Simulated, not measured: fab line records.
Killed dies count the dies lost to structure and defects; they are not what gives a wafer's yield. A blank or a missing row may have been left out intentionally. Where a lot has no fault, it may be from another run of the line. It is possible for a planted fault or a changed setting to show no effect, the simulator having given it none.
fab line records	flow n5-finfet
record: lots: 5	wafers: 15	last-day: 18
route steps=1938 shown BEOL_M11@1584 BEOL_M12@1602 PASSIVATION@1936
lots that met no fault: taken from a fault-free run of the same line
start-h: the number of hours between the record's first day and the start of the first shown wafer of the lot	wait-h: hours from the lot's prior step to this one	" repeats the value in the row above	L1.1+2: a single row standing in for several wafers	- no value, or no start given	* or withheld: withheld	< > ~ a bound
route shown NAME@n: names a module that has steps shown in the file, with the first one's number in the route	usual: mean/standard deviation of fault-free wafers	same: alike in all rows	chamber/n: place in a boat	sites: readings site by site	_std_site: the values' standard deviation	_edge_site: inner sites' mean taken away from outer sites' mean	radius-mm: for every site, how far away it sits from the centre of the wafer	mask NAME#n: copy n	behind: the tool/chamber that last shaped the wafer	hold: why the lot was held/for how many hours/how that ended	device: names the non-switching transistor (n, p or np)	end of line: the route-end tests of the same wafers	a step with no rows: only its recipe	killed: the dies lost at the first sort to structure and to defects; this is not the yield of the wafer	map: dies across one wafer; x = killed, . = not, _ = none there
set.NAME: the run value of the setting; set.NAME@STEP: its run value at that earlier step	model.NAME: the simulator's own value behind a step, which no gauge read
lots at some steps of the route; a table a step, a row a wafer
services: when a tool's chamber went out of use (start-h, in hours from the record's first day, below 0 if earlier), for how many hours, and the reason
== steps ==
step: N5_BEOL_M11_PRECLEAN_42
recipe: chemistry: residue-remover	time-s: 60	temp-c: 40
step: N5_BEOL_M11_SRD_43
recipe: time-s: 30	temp-c: 23	rinse-liquid: diw	dry: ipa-marangoni
step: N5_BEOL_M11_CD_MEAS_35
recipe: target-cd-nm: 70	polarity: opening
usual: cd-nm: 70.2/0.76
lot.wafer	tool	chamber	start-h	wait-h	cd-nm
L559.2	cd-sem-01	-	270.45	0.0	69.5
L559.3	"	-	"	"	69.7
L559.6	"	-	"	"	69.3
L563.1	cd-sem-03	-	295.06	0.0	71.4
L563.2	"	-	"	"	71.7
L563.5	"	-	"	"	71.3
L569.2	cd-sem-02	-	342.45	0.0	70.1
L569.4	"	-	"	"	69.7
L569.6	"	-	"	"	70.3
L573.1	cd-sem-01	-	377.33	0.0	71.2
L573.2	"	-	"	"	71.7
L573.4	"	-	"	"	71.8
L576.2	cd-sem-01	-	378.31	0.0	69.6
L576.4	"	-	"	"	69.6
L576.5	"	-	"	"	70.3
step: N5_BEOL_M11_CURE_72
recipe: temp-c: 370	time-s: 120	ambient: DMADMS/He	material: SiCOH_lowk
step: N5_BEOL_M11_DEGAS_44
recipe: ambient: vacuum	temp-c: 250	time-s: 60
step: N5_BEOL_M11_PRE_CLEAN_45
recipe: gas: H2/He	time-s: 30	temp-c: 250
usual: heater-power-w: 334/32
lot.wafer	tool	chamber	start-h	wait-h	heater-power-w
L559.2	pvd-sputter-02	-	271.19	0.0	323
L559.3	"	-	"	"	398
L559.6	"	-	"	"	323
L563.1	pvd-sputter-03	-	295.77	0.0	317
L563.2	"	-	"	"	353
L563.5	"	-	"	"	349
L569.2	pvd-sputter-03	-	342.88	0.0	351
L569.4	"	-	"	"	313
L569.6	"	-	"	"	308
L573.1	pvd-sputter-02	-	378.30	0.0	397
L573.2	"	-	"	"	319
L573.4	"	-	"	"	327
L576.2	pvd-sputter-02	-	379.10	0.0	316
L576.4	"	-	"	"	326
L576.5	"	-	"	"	326
step: N5_BEOL_M11_ALD_74
recipe: material: TaN	target-thk-a: 20	temp-c: 275	ald-precursor-family: PDMAT	ald-co-reactant: NH3	pressure-torr: 3	carrier-flow-sccm: 1500	pulse-time-s: 2	purge-time-s: 3	co-reactant-purge-time-s: 2	co-reactant-pulse-time-s: 3	ald-cycles: 40	precursor-vessel-temp-c: 75	precursor-vessel-pressure-torr: 26.25	precursor-vessel-carrier-sccm: 1000
step: N5_BEOL_M11_SURFACE_TREAT_76
recipe: gas: Ar	time-s: *	ion-energy-ev: *	ion-current-ma-cm2: 0.5	pressure-mtorr: *	ar-flow-sccm: 30
usual: throttle-valve-pct: *
lot.wafer	tool	chamber	start-h	wait-h	throttle-valve-pct
L559.2	pvd-sputter-02	-	271.63	0.2	*
L559.3	"	-	"	"	*
L559.6	"	-	"	"	*
L563.1	pvd-sputter-03	-	296.18	0.2	*
L563.2	"	-	"	"	*
L563.5	"	-	"	"	*
L569.2	pvd-sputter-03	-	344.85	1.7	*
L569.4	"	-	"	"	*
L569.6	"	-	"	"	*
L573.1	pvd-sputter-02	-	378.94	0.4	*
L573.2	"	-	"	"	*
L573.4	"	-	"	"	*
L576.2	pvd-sputter-02	-	379.48	0.2	*
L576.4	"	-	"	"	*
L576.5	"	-	"	"	*
step: N5_BEOL_M11_CVD_75
recipe: material: Co	target-thk-a: 20	temp-c: withheld	precursor: CCTBA/H2	pressure-torr: 30	time-s: 138.9
step: N5_BEOL_M11_SPUTTER_48
recipe: material: Cu	target-thk-a: 120	temp-c: -20	bias-v: 60	power-w: 26000	chamber-pressure-pa: 0.13	time-s: 2
step: N5_BEOL_M11_ECD_50
recipe: material: Cu	target-thk-a: 3180
step: N5_BEOL_M11_ANNEAL_51
recipe: temp-c: 225	time-s: 90	ambient: N2
step: N5_BEOL_M11_CMP_52
recipe: stop-on: SiCOH_lowk	t-overpolish-s: 7	down-force-psi: 1	platen-rpm: 50	clearing-platen-down-force-psi: 1.5	clearing-platen-rpm: 50	post-cmp-clean: cu-alkaline	target-thk-nm: 140	clearing-platen-pad-velocity-m-s: 0.99484	pad-velocity-m-s: 0.99484
usual: barrier-field-endpoint-s: 29.1/0.92	clearing-platen-rpm: 50.001/0.027	motor-current-A: 6.2/0.52	overpolish-run-s: 6.999/0.0091	platen-rpm: 50.00/0.035	time-to-endpoint-s: 66/4.3
lot.wafer	tool	chamber	start-h	wait-h	barrier-field-endpoint-s	clearing-platen-rpm	motor-current-A	overpolish-run-s	platen-rpm	time-to-endpoint-s
L559.3	cmp-04	2	272.54	0.2	29.8	50.009	6.6	6.994	49.97	70
L559.2	"	3	"	"	29.7	49.962	6.1	6.993	50.01	71
L559.6	"	1	"	"	30.7	49.978	5.7	6.999	50.01	72
L563.2	cmp-04	0	297.96	0.2	29.9	49.989	6.0	6.977	50.05	73
L563.1	"	1	"	"	31.0	50.005	5.9	7.004	50.02	76
L563.5	"	1	"	"	30.5	50.019	6.2	6.993	49.99	71
L569.2	cmp-01	3	345.80	0.2	28.3	49.996	6.1	7.006	50.06	60
L569.4	"	1	"	"	30.4	49.984	5.4	6.999	49.95	72
L569.6	"	3	"	"	29.1	49.998	6.5	6.987	50.02	61
L573.2	cmp-01	2	379.88	0.2	28.3	50.034	6.4	7.026	49.98	62
L573.1	"	0	"	"	28.1	50.020	6.7	7.003	49.93	65
L573.4	"	1	"	"	29.1	50.022	5.4	7.018	49.97	69
L576.4	cmp-04	1	380.54	0.2	29.9	50.024	6.1	7.016	50.02	66
L576.2	"	2	"	"	29.6	49.981	6.3	7.003	49.96	69
L576.5	"	0	"	"	30.1	50.022	5.9	6.998	49.99	70
step: N5_BEOL_M11_PRE_CLEAN_55
recipe: gas: NH3	time-s: 15	temp-c: withheld	rf-power-w: 300
step: N5_BEOL_M11_DEP_56
recipe: material: SiCN	target-thk-a: 300	temp-c: withheld	precursor: 3MS/NH3	pressure-torr: 3	rf-w: 675	time-s: 10.5
usual: showerhead-plenum-p-Torr: 4.155/0.018	throttle-valve-pct: 18.3/0.92
lot.wafer	tool	chamber	start-h	wait-h	showerhead-plenum-p-Torr	throttle-valve-pct
L559.2	pecvd-03	2	272.82	0.0	4.168	16.8
L559.3	"	0	"	"	4.133	17.7
L559.6	"	1	"	"	4.128	18.3
L563.1	pecvd-02	1	298.31	0.0	4.183	18.8
L563.2	"	0	"	"	4.146	19.3
L563.5	"	0	"	"	4.149	19.3
L569.2	pecvd-02	1	346.12	0.0	4.171	18.8
L569.4	"	1	"	"	4.180	18.8
L569.6	"	0	"	"	4.134	19.7
L573.1	pecvd-02	1	380.23	0.0	4.176	18.6
L573.2	"	2	"	"	4.149	17.4
L573.4	"	2	"	"	4.156	17.5
L576.2	pecvd-02	1	380.82	0.0	4.178	18.8
L576.4	"	2	"	"	4.158	17.4
L576.5	"	1	"	"	4.188	18.8
step: N5_BEOL_M11_INSPECT_58
recipe: inspect-instrument: darkfield	mode: post-dep
usual: raw-defect-count: 73/24
lot.wafer	tool	chamber	start-h	wait-h	raw-defect-count
L559.2	defect-inspect-02	-	272.91	0.0	60
L559.3	"	-	"	"	66
L559.6	"	-	"	"	63
L563.1	defect-inspect-01	-	298.40	0.0	77
L563.2	"	-	"	"	588
L563.5	"	-	"	"	62
L569.2	defect-inspect-01	-	346.21	0.0	58
L569.4	"	-	"	"	58
L569.6	"	-	"	"	54
L573.1	defect-inspect-01	-	380.32	0.0	102
L573.2	"	-	"	"	87
L573.4	"	-	"	"	117
L576.2	defect-inspect-01	-	380.91	0.0	56
L576.4	"	-	"	"	77
L576.5	"	-	"	"	39
step: N5_BEOL_M12_ILD_DEP_00
recipe: material: SiOC	target-thk-a: 6589.2	temp-c: 350	precursor: DEMS/O2	pressure-torr: 5	rf-w: 500	time-s: 130.7
usual: heater-power-w: 494/77	showerhead-plenum-p-Torr: 5.691/0.012	throttle-valve-pct: 11.9/0.52
lot.wafer	tool	chamber	start-h	wait-h	heater-power-w	showerhead-plenum-p-Torr	throttle-valve-pct
L559.2	pecvd-01	1	272.94	0.0	471	5.704	11.3
L559.3	"	0	"	"	415	5.704	12.2
L559.6	"	2	"	"	446	5.692	12.0
L563.1	pecvd-02	0	298.44	0.0	455	5.677	12.8
L563.2	"	1	"	"	565	5.705	12.2
L563.5	"	2	"	"	627	5.693	11.5
L569.2	pecvd-02	2	346.25	0.0	641	5.705	11.6
L569.4	"	2	"	"	523	5.687	11.4
L569.6	"	1	"	"	552	5.714	12.2
L573.1	pecvd-01	2	380.36	0.0	483	5.676	12.4
L573.2	"	1	"	"	456	5.702	11.5
L573.4	"	0	"	"	454	5.693	12.0
L576.2	pecvd-03	1	380.94	0.0	505	5.688	12.1
L576.4	"	0	"	"	515	5.679	11.7
L576.5	"	2	"	"	480	5.706	11.1
step: N5_BEOL_M12_THK_MEAS_01
recipe: reads: SiOC_of_BEOL_M12_ILD_DEP_00
usual: M12_ILD_THK: 660/9.1
lot.wafer	tool	chamber	start-h	wait-h	M12_ILD_THK[nm]
L559.2	film-metro-01	-	273.08	0.1	656
L559.3	"	-	"	"	639
L559.6	"	-	"	"	656
L563.1	film-metro-02	-	298.57	0.1	656
L563.2	"	-	"	"	661
L563.5	"	-	"	"	674
L569.2	film-metro-01	-	346.38	0.1	663
L569.4	"	-	"	"	665
L569.6	"	-	"	"	668
L573.1	film-metro-01	-	380.49	0.1	653
L573.2	"	-	"	"	646
L573.4	"	-	"	"	664
L576.2	film-metro-01	-	381.08	0.1	652
L576.4	"	-	"	"	670
L576.5	"	-	"	"	669
step: N5_BEOL_M12_COAT_58
recipe: resist: BARC	temp-c: 205	time-s: 60	spin-rpm: 1500	resist-thk-nm: 89
step: N5_BEOL_M12_COAT_04
recipe: spin-rpm: 1625	resist-thk-nm: 400
step: N5_BEOL_M12_EBR_06
recipe: solvent: PGMEA	ebr-width-mm: 1.5
step: N5_BEOL_M12_SOFTBAKE_05
recipe: temp-c: 130	time-s: 60
step: N5_BEOL_M12_EXPOSE_07
recipe: mask-id: V11	na: 0.93	source-shape: conventional	sigma-outer: 0.6	polarization: unpolarized	attpsm-phase-deg: 180	dose-mj: 32.5
step: N5_BEOL_M12_PEB_08
recipe: peb-temp-c: 130	peb-time-s: 90
step: N5_BEOL_M12_DEVELOP_09
recipe: develop-time-s: 45	rinse-liquid: diw	dry: air-spin	dev-temp-c: 21
step: N5_BEOL_M12_HARDBAKE_14
recipe: temp-c: 130	time-s: 120
step: N5_BEOL_M12_CD_MEAS_10
recipe: target-cd-nm: 140	landing-energy-ev: 500	detector: se-inlens	polarity: opening
usual: cd-nm: 140.1/1.7
lot.wafer	tool	chamber	start-h	wait-h	cd-nm
L559.2	cd-sem-02	0	273.38	-	139.9
L559.3	"	0	"	"	138.9
L559.6	"	0	"	"	138.8
L563.1	cd-sem-02	0	299.00	-	141.0
L563.2	"	0	"	"	140.7
L563.5	"	0	"	"	141.0
L569.2	cd-sem-01	0	346.69	-	141.9
L569.4	"	0	"	"	140.5
L569.6	"	0	"	"	141.9
L573.1	cd-sem-03	0	380.79	-	139.7
L573.2	"	0	"	"	137.9
L573.4	"	0	"	"	136.8
L576.2	cd-sem-01	0	381.38	-	139.7
L576.4	"	0	"	"	138.3
L576.5	"	0	"	"	141.0
step: N5_BEOL_M12_OVL_MEAS_11
recipe: points-per-wafer: 44
usual: V11_OVL: 1/5.2
lot.wafer	tool	chamber	start-h	wait-h	V11_OVL[nm]
L559.2	overlay-01	0	273.41	0.0	5
L559.3	"	0	"	"	3
L559.6	"	0	"	"	2
L563.1	overlay-02	0	299.03	0.0	-7
L563.2	"	0	"	"	7
L563.5	"	0	"	"	-5
L569.2	overlay-01	0	346.72	0.0	-3
L569.4	"	0	"	"	-6
L569.6	"	0	"	"	1
L573.1	overlay-01	0	380.82	0.0	0
L573.2	"	0	"	"	-3
L573.4	"	0	"	"	7
L576.2	overlay-01	0	381.41	0.0	-2
L576.4	"	0	"	"	0
L576.5	"	0	"	"	0
step: N5_BEOL_M12_INSPECT_12
recipe: mode: adi	inspect-instrument: macro
usual: raw-defect-count: 1.9/1.4
lot.wafer	tool	chamber	start-h	wait-h	raw-defect-count
L559.2	defect-inspect-01	-	273.43	0.0	0
L559.3	"	-	"	"	0
L559.6	"	-	"	"	3
L563.1	defect-inspect-02	-	299.05	0.0	2
L563.2	"	-	"	"	>300
L563.5	"	-	"	"	2
L569.2	defect-inspect-01	-	346.74	0.0	3
L569.4	"	-	"	"	3
L569.6	"	-	"	"	3
L573.1	defect-inspect-01	-	380.85	0.0	0
L573.2	"	-	"	"	2
L573.4	"	-	"	"	1
L576.2	defect-inspect-01	-	381.43	0.0	2
L576.4	"	-	"	"	2
L576.5	"	-	"	"	5
step: N5_BEOL_M12_DESCUM_15
recipe: chemistry: O2	time-s: 7.9	source-power-w: 50	bias-power-w: 20	pressure-mtorr: 20	rf-frequency-hz: 2.712e+07	temp-c: 40	o2-flow-sccm: 225
usual: drypump-motor-current-A: 5.7/0.41	oes-product-au: 0.82/0.081	rf-vpp-V: 243.3/1.3	showerhead-plenum-p-Torr: 2.09/0.073	throttle-valve-pct: 20.28/0.18
lot.wafer	tool	chamber	start-h	wait-h	drypump-motor-current-A	oes-product-au	rf-hours-counter-h	rf-vpp-V	showerhead-plenum-p-Torr	throttle-valve-pct
L559.2	rie-diel-04	2	273.47	0.0	5.8	0.97	14	241.3	2.03	20.16
L559.3	"	1	"	"	5.4	0.84	73	244.3	2.12	20.31
L559.6	"	2	"	"	5.8	0.97	-	242.6	2.03	20.17
L563.1	rie-diel-05	1	299.37	0.3	5.7	0.80	87	242.0	2.02	20.50
L563.2	"	0	"	"	5.8	0.84	69	242.5	2.02	20.31
L563.5	"	3	"	"	5.2	0.83	-	244.1	2.20	20.30
L569.2	rie-diel-02	0	347.03	0.3	5.8	0.67	247	241.5	1.97	20.45
L569.4	"	3	"	"	5.7	0.81	73	244.1	2.11	20.10
L569.6	"	3	"	"	5.7	0.82	-	243.7	2.11	20.09
L573.1	rie-diel-04	1	380.88	0.0	5.4	0.81	112	245.3	2.11	20.35
L573.2	"	3	"	"	6.5	1.00	4	244.2	2.15	20.16
L573.4	"	0	"	"	5.2	0.82	71	242.4	2.02	19.89
L576.2	rie-diel-05	2	381.47	0.0	6.5	0.88	47	242.6	2.13	20.43
L576.4	"	3	"	"	5.2	0.80	99	245.5	2.19	20.35
L576.5	"	0	"	"	5.8	0.82	-	241.2	2.01	20.32
step: N5_PASSIVATION_PROBE_49
usual: defect-limited-yield: 91.3/1.7	killed_at_M0_to_M3: 33/11	killed_at_M4_up: 14/5.5	killed-at-contacts: 13/6.5	killed-at-front-end: 39/13	killed-at-other: 3.4/2.9	killed-dies: 103/20	killed-on-rim: 14/4.3	killed-open: 69/15	killed-short: 32/8.1	sort_bin_5_function: 5.1/1.1	sort_bin_6_memory: 3.3/0.74	sort-n-pass: 1077/20	sort-yield-pct: 91.3/1.7
same: gross-dies: 1180	killed-at-back-side: 0	sort_bin_4_leakage[%]: 0	sort_bin_8_speed[%]: 0
lot.wafer	tool	chamber	start-h	wait-h	defect-limited-yield[%]	killed_at_M0_to_M3	killed_at_M4_up	killed-at-contacts	killed-at-front-end	killed-at-other	killed-dies	killed-on-rim	killed-open	killed-short	sort_bin_5_function[%]	sort_bin_6_memory[%]	sort-n-pass	sort-yield-pct[%]
L563.2	prober-02	-	337.77	0.1	62.1	22	405	4	15	1	447	68	38	17	21.4	14.7	733	62.1
L569.6	prober-01	-	392.05	0.3	91.0	36	15	12	37	6	106	13	63	37	5.8	3.1	1074	91.0
killed by level:class
L563.2 BEOL_M11:unspecified=391 BEOL_M4:geometric-particle:open=6 BEOL_M0_SAQP:geometric-particle:open=5 BEOL_M2:geometric-particle:open=5 MOL_CONTACT_COAG:geometric-particle:open=4 STARTING-WAFER:geometric-particle:short=4 ILD0:geometric-particle:open=3 BEOL_M1:geometric-particle:open=3
L569.6 BEOL_M2:geometric-particle:open=12 FIN_SAQP:geometric-particle:short=10 FIN_SAQP:geometric-particle:open=8 BEOL_M4:geometric-particle:open=8 MOL_CONTACT_COAG:geometric-particle:open=7 BEOL_M0_SAQP:geometric-particle:short=7 BEOL_M3:geometric-particle:open=6 MOL_CONTACT_COAG:geometric-particle:short=5
map L563.2 (x killed, . not)
_________________...xx.x...xx________________
______________........x..xx.xx.._____________
___________x..xx..x...x..x..x..xxx.__________
__________.x...x...x..xx.x..xxx....._________
________.xx.xxx..x.x..xx..x.x...x....._______
_______.x.....xxx......xx....x..xx..xx.______
______x...x.xxx...x....x.....x.x...xxx.x_____
_____.x.x.x.x...xxxx.xx.x..xxx....x....xx____
____xxx.........x...xx.x.x....xx.xxx...x..___
___.x.x..x.xx.x..xx.xx.x...x.x...x....x.x.x__
___.x....x.......xx.x...x.xx...x.xxxx.xxx..__
__x........xx..xxxx.x.xx.x....x.x..x....x..._
__x....xx.x....x..x..xx.x.....x...x...xx...x_
_xx.x.xx......x..xxxxxx.......x.xxxxx.x.xx..x
_xxxxxxxxx..x..x.xx.x.x...x.x..x.....x...x.x.
_....x.x.xx..xx..x.....x...x.x.......x..x.xx.
_.x..x....x.xx..x....xx..x...x.x..xx...x....x
_.x..x........xxx.xxx.......x...x....x..x.x.x
_x.....x..x.x..xx......xx.xx..x.xx.x.......x.
_..x.x....x.x.x.x..x..x..xx...xx.x...xxx.xxx.
_....xx..xx.....x.xx.xx.xxx.xx..x..x.....xxx.
__x..x..x...x...xx.x..xx...x...x..xxxx.xx.x._
__x......xx.x.x...xx......x.....xx....x....._
___.x.x..........x..x.xxx....xxx........xx.__
___xx..x...x..xx........x..x.x..x...x.x..xx__
____..x...xx.x.......xx......x...xxxx...x.___
_____xxx.xx....x.xx..x.......xx..xxxxxx..____
______xx.xxx....xxxxx....x.x..x.....x..x_____
_______.x.xxx.x..x...x...........x.....______
________xx.....xx.....x.x.x..x.....x.x_______
__________x.xx..xx....x..xx.x.xx...x_________
___________.x.x..........xxxx...xx.__________
______________..xx.x..xx.x.xx..x_____________
_________________..x...x.x.x.________________
map L576.4 (x killed, . not)
_________________............________________
______________..x....x.........._____________
___________....xx..x..x..........x.__________
__________..........x......x...x...._________
________...x..........x.........xx.x.._______
_______.....x...........x..............______
______...x.xx...................x.x.x..._____
_____.....x...............x.......x......____
____.x..x.............x..................x___
___..........x.x............xx.x...........__
___....x............x.........x............__
__....x..x..x..............x...x............_
__..........x..............................._
_.................................x..........
_.x.........xx........x......................
_.....x...x...........................x......
_....x....x..xx.....x.....................x..
_...............x.........x..................
_........x.....xx........x.x.x..........xx...
_............................................
_...x...x..............x............x........
__.....x...................................._
__.x.......x.x....x....x...x..x....x.......x_
___..............x......x.....x............__
___....x...x....x..x...x.....x...x.x.......__
____.....x...............x...............x___
_____.......x...........................x____
______x......x.....xx............xx....._____
_______..........x........x.....x.....x______
________...x.x..x.x...........x......._______
__________xx....x..x...xx..x........_________
___________..x..........x..x.......__________
______________.................._____________
_________________x.x....x....________________
== services ==
tool	chamber	start-h	hours	kind
cmp-04	-	251.10	1.2	repair
cmp-04	-	254.99	2.5	repair
cmp-01	-	258.12	0.5	repair
pecvd-01	-	268.67	0.6	repair
pecvd-03	0	296.46	5.5	scheduled-down
rie-diel-04	3	302.35	11.0	repair
pecvd-02	0	302.60	6.9	repair
pecvd-01	1	312.13	-	calibration
rie-diel-05	-	312.36	2.8	pm
cmp-01	-	313.93	3.7	pm
cmp-04	-	317.84	4.0	pm
cmp-04	-	321.84	-	consumable-replace:conditioner
cmp-04	-	321.84	-	consumable-replace:pad
rie-diel-04	3	329.41	-	clean
pecvd-02	-	336.80	1.3	repair
rie-diel-04	-	337.78	6.8	repair
pecvd-03	1	339.16	4.0	repair
rie-diel-02	-	344.64	0.3	repair
rie-diel-05	3	351.58	8.8	repair
pvd-sputter-02	-	357.05	3.6	repair
rie-diel-05	2	364.74	10.6	repair
pecvd-02	-	367.45	6.0	pm
pvd-sputter-03	-	367.80	5.5	repair
cmp-01	-	372.70	2.4	repair
== key ==
first-sign: step: N5_BEOL_M11_INSPECT_58	reading: raw-defect-count	direction: up	sigmas: 21	usual: 73	struck: 588
effect: step: N5_BEOL_M12_INSPECT_12	reading: raw-defect-count	direction: up	sigmas: 99+	usual: 1.9	struck: >300
effect: step: N5_PASSIVATION_PROBE_49	reading: killed_at_M4_up	direction: up	sigmas: 72	usual: 14	struck: 405
more-kills-born-at: N5_BEOL_M11_CMP_52@cmp-04: 391
met-at N5_BEOL_M11_CMP_52
struck-wafers L563.2
fault: kind: chamber-particle-source	tool: cmp-04	chamber: 0	onset-h: 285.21	steps: N5_BEOL_M11_CMP_52	rate-per-visit-cm2: 0.74962	end-h: 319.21
